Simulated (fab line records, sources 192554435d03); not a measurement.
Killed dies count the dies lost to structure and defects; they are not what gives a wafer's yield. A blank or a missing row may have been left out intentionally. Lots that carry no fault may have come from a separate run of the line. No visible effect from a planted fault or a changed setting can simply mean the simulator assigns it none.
Which tool was responsible? | flow n5-finfet | 11 lots with 33 wafers sampled at 2 steps, on a route of 1938 steps

## WHAT THE GAUGES READ, wafer by wafer
N5_BEOL_M8_CD_MEAS_11: target cd 38.5 nm.
lot  | measured     | on        | cd-nm (nm)
L075 | day 9 07:32  | cd-sem-01 | 37.4 39.3 37.8
L077 | day 9 23:07  | cd-sem-01 | 37.7 37.7 37.1
L078 | day 10 09:20 | cd-sem-02 | 37.9 38.3 37.2
L082 | day 10 16:10 | cd-sem-02 | 38.5 38.8 38.2
L083 | day 10 21:22 | cd-sem-02 | 38.9 38.3 39.1
L085 | day 12 06:28 | cd-sem-03 | 38.8 38.9 38.4
L088 | day 12 11:37 | cd-sem-02 | 39.1 38.7 38.9
L090 | day 13 06:54 | cd-sem-01 | 39.0 37.9 38.1
L093 | day 13 23:59 | cd-sem-03 | 39.1 38.5 38.9
L095 | day 14 15:19 | cd-sem-01 | 39.0 38.9 38.4
L097 | day 14 17:55 | cd-sem-01 | 39.3 39.6 39.1

## WHAT TOOL EACH LOT RAN ON (gives the tool, then ch and the chambers of the sampled wafers, and finally the start)
lot  | N5_BEOL_M8_CURE_74
L075 | uv-cure-02 ch 2, day 9 05:31
L077 | uv-cure-03 ch 2, day 9 21:35
L078 | uv-cure-01 ch 2, day 10 07:20
L082 | uv-cure-02 ch 2, day 10 14:22
L083 | uv-cure-03 ch 1, day 10 18:19
L085 | uv-cure-01 ch 1, day 12 05:20
L088 | uv-cure-03 ch 0, day 12 08:01
L090 | uv-cure-03 ch 1, day 13 05:13
L093 | uv-cure-03 ch 0, day 13 22:08
L095 | uv-cure-03 ch 0, day 14 12:20
L097 | uv-cure-01 ch 0, day 14 15:55
- N5_BEOL_M8_CURE_74: cures SiCOH lowk, time 240 s.

## THE ANSWER, worked out from the rows above alone
Rule: usual is defined by the lots themselves. Put in order of their means at a reading, lots are off if they are a third of the lots or fewer, leave a main group of 4 or more, and stand apart from it by a gap of 3 or more times the standard deviation of the main group's means; of several such gaps the widest counts. A main group whose means are all the same, to the digits that the tables above print for the reading, isn't used. A lot without any number at a reading at which 4 lots or more have one is off too. The other lots that the step has rows for count as sound.
Nothing can be told from this: no lot is off at any reading shown.

## WHAT WAS PUT IN BY THE SIMULATOR
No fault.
